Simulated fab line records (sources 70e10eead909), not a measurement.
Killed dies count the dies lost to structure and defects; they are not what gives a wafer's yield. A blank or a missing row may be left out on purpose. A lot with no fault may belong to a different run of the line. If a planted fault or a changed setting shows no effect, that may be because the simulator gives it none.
Matching of chambers | flow nand_harc | NHARC_A_CHANNEL_HOLE_D1_ETCH_44 on rie_diel-07: 4 sister chambers
The step etches the open film in CF4/O2, target depth 140 nm, overetch 14 nm, time 77 s. 4 wafers are shown with their chamber, then 8 later ones without.

WAFERS WITH THEIR CHAMBER
wafer  | chamber | showerhead_plenum_p_Torr (Torr)
L261.1 | 3       | 1.34
L263.2 | 0       | 1.31
L263.4 | 2       | 1.34
L263.5 | 1       | 1.24

WAFERS WITHOUT THEIR CHAMBER
wafer  | showerhead_plenum_p_Torr (Torr)
L267.1 | 1.31
L267.3 | 1.34
L267.4 | 1.33
L268.2 | 1.33
L268.4 | 1.31
L268.6 | 1.31
L269.4 | 1.24
L269.5 | 1.34

CHAMBER TAKEN BY EACH
wafer  | from the rows above     | in truth
L267.1 | 0                       | 0
L267.3 | can't be placed: 2 or 3 | 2
L267.4 | can't be placed: 2 or 3 | 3
L268.2 | can't be placed: 2 or 3 | 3
L268.4 | 0                       | 0
L268.6 | 0                       | 0
L269.4 | 1                       | 1
L269.5 | can't be placed: 2 or 3 | 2
Correct placement for 4 of the 8. Can't be placed from these rows: 4 (the true chamber is among the candidates in 4). 0 placed wrongly.
How it was worked out, from the rows above alone: a wafer's distance from a chamber is the root of the sum, over the readings, of the square of ((its reading less the chamber's mean) divided by the reading's scatter). If the next closest chamber is less than 2 further off than the closest, the wafer can't be placed; otherwise it belongs to the closest. Each chamber's mean is taken over the wafers shown for it. The scatter: root of mean squared gap, hidden wafer to nearest shown wafer, with one shown wafer a chamber.
